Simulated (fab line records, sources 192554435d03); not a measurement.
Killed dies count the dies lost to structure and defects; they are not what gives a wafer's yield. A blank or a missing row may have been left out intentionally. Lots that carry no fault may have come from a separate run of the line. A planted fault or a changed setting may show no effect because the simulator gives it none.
Lot-split experiment	flow n5_finfet	7 lots, 21 wafers read, on a route of 1938 steps

THE SPLIT
At N5_BEOL_M0_SAQP_EXPOSE_11 (exposes mask M0 CORE, target cd 42 nm), the setting dose_mj was moved away from the recipe's 55 on 11 of the 21 wafers read, by -6.9% to +6.3%. All remaining wafers had this setting at the recipe value.

FROM THE SPLIT TO THE READING: what the file shows between them, 2 steps
- N5_BEOL_M0_SAQP_PEB_12: peb time 60 s
- N5_BEOL_M0_SAQP_DEVELOP_13: develop time 30 s

THE READING
cd_nm at N5_BEOL_M0_SAQP_CD_MEAS_14, given in nm (cd target 42.5 nm). Fault-free wafers of this fab line usually give 42.44 nm, standard deviation 0.29 nm.

wafer	tool, chamber at the split	dose_mj as run	against the recipe	cd_nm, nm	against lot-mates on the recipe
L081.1	arfi_scanner-02, 0	55	recipe	42.84	-
L081.2	arfi_scanner-02, 0	52.73	-4.1%	44.13	+1.29
L081.6	arfi_scanner-02, 0	52.73	-4.1%	43.63	+0.79
L083.1	arfi_scanner-01, 0	52.15	-5.2%	44.07	+1.70
L083.2	arfi_scanner-01, 0	55	recipe	42.37	-
L083.4	arfi_scanner-01, 0	52.15	-5.2%	44.18	+1.81
L088.1	arfi_scanner-03, 0	51.18	-6.9%	44.17	+1.28
L088.5	arfi_scanner-03, 0	51.18	-6.9%	44.83	+1.94
L088.6	arfi_scanner-03, 0	55	recipe	42.89	-
L090.2	arfi_scanner-03, 0	55	recipe	42.22	-
L090.3	arfi_scanner-03, 0	58.46	+6.3%	40.81	-1.69
L090.4	arfi_scanner-03, 0	55	recipe	42.77	-
L091.2	arfi_scanner-02, 0	55	recipe	42.72	-
L091.3	arfi_scanner-02, 0	52.18	-5.1%	44.28	+1.56
L091.5	arfi_scanner-02, 0	52.18	-5.1%	43.51	+0.79
L092.3	arfi_scanner-02, 0	55	recipe	42.70	-
L092.4	arfi_scanner-02, 0	55	recipe	41.87	-
L092.6	arfi_scanner-02, 0	55	recipe	42.67	-
L093.2	arfi_scanner-02, 0	53.69	-2.4%	43.84	+1.07
L093.3	arfi_scanner-02, 0	55	recipe	42.77	-
L093.4	arfi_scanner-02, 0	53.69	-2.4%	43.55	+0.78

THE FIT
A straight line over all 21 wafers: cd_nm changes by -0.283 nm for each +1% of dose_mj; r = -0.94; the points scatter about the line by 0.33 nm.
The same after taking each lot's own level away (the mean of its wafers on the recipe; 21 wafers): -0.261 nm for each +1%; r = -0.94; scatter 0.32 nm.
Per that fit: largest dose_mj move, reading shift of 1.8 nm.
The span of the lots' own levels, 42.370 to 42.890 nm, comes to 1.8 times the standard deviation stated above.
The two slopes agree, so the slope changes little with the lot-to-lot level.
Check: +1.95 nm against its lot-mates is what the line predicts for one of the wafers moved furthest among these (-6.9%) when that wafer is left out of the fit. Against them it came out at +1.28 nm.

OTHER SPLITS ON THESE WAFERS
These wafers also went through other splits before the reading. Each is held against what the fit with the lots' levels taken away leaves over:
other split on the same wafers	wafers away from the commonest value	r with cd_nm (lot level and that fit taken away)
N5_GATE_CUT_ETCH_58 time_s	10	-0.15
N5_MOL_CONTACT_COAG_VIA_ETCH_46 bias_w	7	-0.56
N5_MOL_CONTACT_COAG_COAT_62 spin_rpm	6	-0.19
N5_BEOL_M0_SAQP_PECVD_96 time_s	7	+0.17

THE FILE'S OWN FIT
cd_nm changes by -0.265 nm for each +1% of dose_mj, r = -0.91.
